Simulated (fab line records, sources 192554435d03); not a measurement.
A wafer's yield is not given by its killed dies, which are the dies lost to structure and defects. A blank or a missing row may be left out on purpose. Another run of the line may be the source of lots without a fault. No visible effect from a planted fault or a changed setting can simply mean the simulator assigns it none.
A lot that was struck, set against a sound lot	flow n5Finfet	38 out of 1938 route steps
Sound: these wafers, L242.2, L242.4, L242.6. Struck: wafer L237.4 (left out: L237.2, L237.5 of the same lot, which were not struck); the cause appears at the end.
Each step with rows lists, per side, the tool, then ch with its chambers, then its first start. Under that, the readings that differ: sound wafers	struck wafers	difference of the means	sigmas: that difference in standard deviations of wafers without a fault.
alike: words and numbers the same on both sides, and readings whose means are apart by under 2 such deviations; not compared: readings that were withheld, readings missing a value for some wafer, numbers with overlapping values and no deviation given by the record, and bounds like >300 which may hide the same value.
Wherever a step has rows on one side only, a row that says differs or no value, or a row with sigmas, the two part there. Numbers that have no deviation but don't overlap get no sigmas and don't part them. A reading missing from all wafers of one side parts the sides only when that side holds two or more wafers.

first, 9 steps without rows for these wafers: N5_BEOL_M4_ANNEAL_95 (time 240 s); N5_BEOL_M4_SPUTTER_96 (material Cu, target thk 4.5 nm, time 8.29 s); N5_BEOL_M4_ECD_50 (material Cu, target thk 300 nm); N5_BEOL_M4_ANNEAL_51 (time 90 s); N5_BEOL_M4_CMP_52 (polishes, stops on SiOC, t overpolish 6.8 s, target thk 40 nm); N5_BEOL_M4_PRE_CLEAN_60 (time 15 s); N5_BEOL_M4_CO_CAP_55 (material Co, precursor CCTBA/H2, target thk 2 nm, time 102.1 s); N5_BEOL_M4_PRE_CLEAN_56 (time 15 s); N5_BEOL_M4_DEP_57 (deposits SiCN from 3MS/NH3, target thk 8 nm, time 14 s).
N5_BEOL_M4_RC_MEAS_101:
  sound on prober-01 ch 0, day 13 18:00; struck on prober-01 ch 0, day 12 11:50
  alike: DIBL_N, DIBL_P, IOFF_N, IOFF_P, ION_N, ION_P, SS_N, SS_P, VT_N, VT_P
then, 24 steps without rows for these wafers: N5_BEOL_M5_ILD_DEP_00 (deposits SiCOH lowk from DEMS/porogen, target thk 140.64 nm, time 25.9 s); N5_BEOL_M5_CURE_79 (cures SiCOH lowk, time 240 s); N5_BEOL_M5_PECVD_70 (deposits SiO2 from TEOS/O2, target thk 16 nm, time 18 s); N5_BEOL_M5_HM_DEP_02 (deposits TiN, target thk 20 nm); N5_BEOL_M5_COAT_59 (time 60 s, resist thk 60 nm); N5_BEOL_M5_COAT_60 (time 60 s, resist thk 12 nm); N5_BEOL_M5_COAT_71 (time 60 s, resist thk 5 nm); N5_BEOL_M5_COAT_05 (resist thk 30 nm); N5_BEOL_M5_EBR_07; N5_BEOL_M5_SOFTBAKE_06 (time 60 s); N5_BEOL_M5_EXPOSE_08 (exposes mask M5, target cd 28 nm); N5_BEOL_M5_PEB_09 (peb time 60 s); N5_BEOL_M5_DEVELOP_10 (develop time 30 s); N5_BEOL_M5_DESCUM_16 (chemistry O2, time 7 s); N5_BEOL_M5_ETCH_72 (etches underlayer in N2/H2, target depth 6.5 nm, time 5.2 s); N5_BEOL_M5_ETCH_61 (etches SiARC in CF4, target depth 15.6 nm, time 26 s); N5_BEOL_M5_ETCH_62 (etches SOC in N2/H2, target depth 75 nm, overetch 15 nm, time 112.5 s); N5_BEOL_M5_STRIP_63 (strips in N2/H2); N5_BEOL_M5_STRIP_73 (strips in N2/H2); N5_BEOL_M5_STRIP_64 (strips in CF4); N5_BEOL_M5_HM_OPEN_17 (chemistry Cl2/BCl3, target TiN, target depth 20 nm, overetch 6 nm); N5_BEOL_M5_STRIP_19 (strips in O2); N5_BEOL_M5_COAT_65 (time 60 s, resist thk 60 nm); N5_BEOL_M5_COAT_66 (time 60 s, resist thk 12 nm).
-- record jumps: 3 days separate the struck wafers' starts on either side; left off in module BEOL_M5, taken up again in module BEOL_M12, whose first shown step is the route's number 1653 --
N5_BEOL_M12_CMP_49: polishes, stops on SiOC, t overpolish 20.6 s, target thk 320 nm.
  sound on cmp-03 ch 2,3, day 17 01:06; struck on cmp-01 ch 2, day 15 17:01
reading	sound	struck	difference	sigmas
barrierFieldEndpointS (s)	30.2 30.9 30.3	62.5	+32.0	+44
overpolishRunS (s)	20.591 20.612 20.586	3.726	-16.870	-99 or more
  alike: headPressurePsi, motorCurrentA
  not compared: padLifeWafers
N5_BEOL_M12_THK_MEAS_50: measures by xrf.
  sound on filmMetro-01, day 17 01:23; struck on filmMetro-02, day 15 17:19
reading	sound	struck	difference	sigmas
M12_THK (nm)	312 320 311	594	+280	+54
N5_BEOL_M12_INSPECT_55: inspects for defects (darkfield).
  sound on defectInspect-01, day 17 01:32; struck on defectInspect-01, day 15 17:28
reading	sound	struck	difference	sigmas
rawDefectCount	84 41 62	4757	+4695	+99 or more
N5_PASSIVATION_PROBE_49:
  sound on prober-01, day 18 09:38; struck on prober-02, day 17 12:49
reading	sound	struck	difference	sigmas
defectLimitedYield (%)	92.5 92.2 92.3	0	-92	-66
killed_at_M4_up	13 22 9	1104	+1089	+99 or more
killedDies	88 92 91	1180	+1090	+64
killedOnRim	9 18 9	152	+140	+37
sortNPass	1092 1088 1089	0	-1090	-64
sortYieldPct (%)	92.5 92.2 92.3	0	-92	-66
  alike: killed_at_M0_to_M3, killedAtContacts, killedAtFrontEnd, killedAtOther, killedOpen, killedShort, sort_bin_5_function, sort_bin_6_memory

WHERE THEY PART
Last at N5_PASSIVATION_PROBE_49 as far as this record goes, first at N5_BEOL_M12_CMP_49.

WHY: whatever the simulator had introduced
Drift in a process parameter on cmp-01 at N5_BEOL_M12_CMP_49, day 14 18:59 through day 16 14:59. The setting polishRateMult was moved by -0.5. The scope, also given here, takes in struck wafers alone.
